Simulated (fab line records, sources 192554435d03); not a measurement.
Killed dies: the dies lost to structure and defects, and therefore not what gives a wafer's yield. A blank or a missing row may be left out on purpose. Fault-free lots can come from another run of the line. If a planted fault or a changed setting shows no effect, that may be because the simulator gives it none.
Chamber matching    flow n5Finfet    cvdCo-02 running N5_BEOL_M3_PRE_CLEAN_60: 3 sister chambers
The step time 15 s. 3 wafers are shown with their chamber, then 7 later ones without.

EACH WAFER AND ITS CHAMBER
wafer   chamber  heaterPowerW (W)
L218.1  1        111
L218.4  2        49
L224.1  0        71

WAFERS WHOSE CHAMBER IS MISSING
wafer   heaterPowerW (W)
L224.4  69
L224.5  110
L226.2  112
L226.3  50
L226.6  71
L228.4  72
L228.6  50

WHICH CHAMBER EACH WENT THROUGH
wafer   from the rows above  in truth
L224.4  0                    0
L224.5  1                    1
L226.2  1                    1
L226.3  2                    2
L226.6  0                    0
L228.4  0                    0
L228.6  2                    2
7 of 7 placed correctly. Not placeable from these rows: 0. Number placed wrongly: 0.
How it was worked out, from the rows above alone: a wafer's distance from a chamber is the root of the sum, over the readings, of the square of ((its reading less the chamber's mean) divided by the reading's scatter). The wafer belongs to the nearest chamber; if the next one is less than 2 further off, it can't be placed. Each chamber's mean is taken over the wafers shown for it. The scatter (one wafer shown for each chamber): square how far every hidden wafer sits from the nearest shown wafer, average those squares and take the square root.
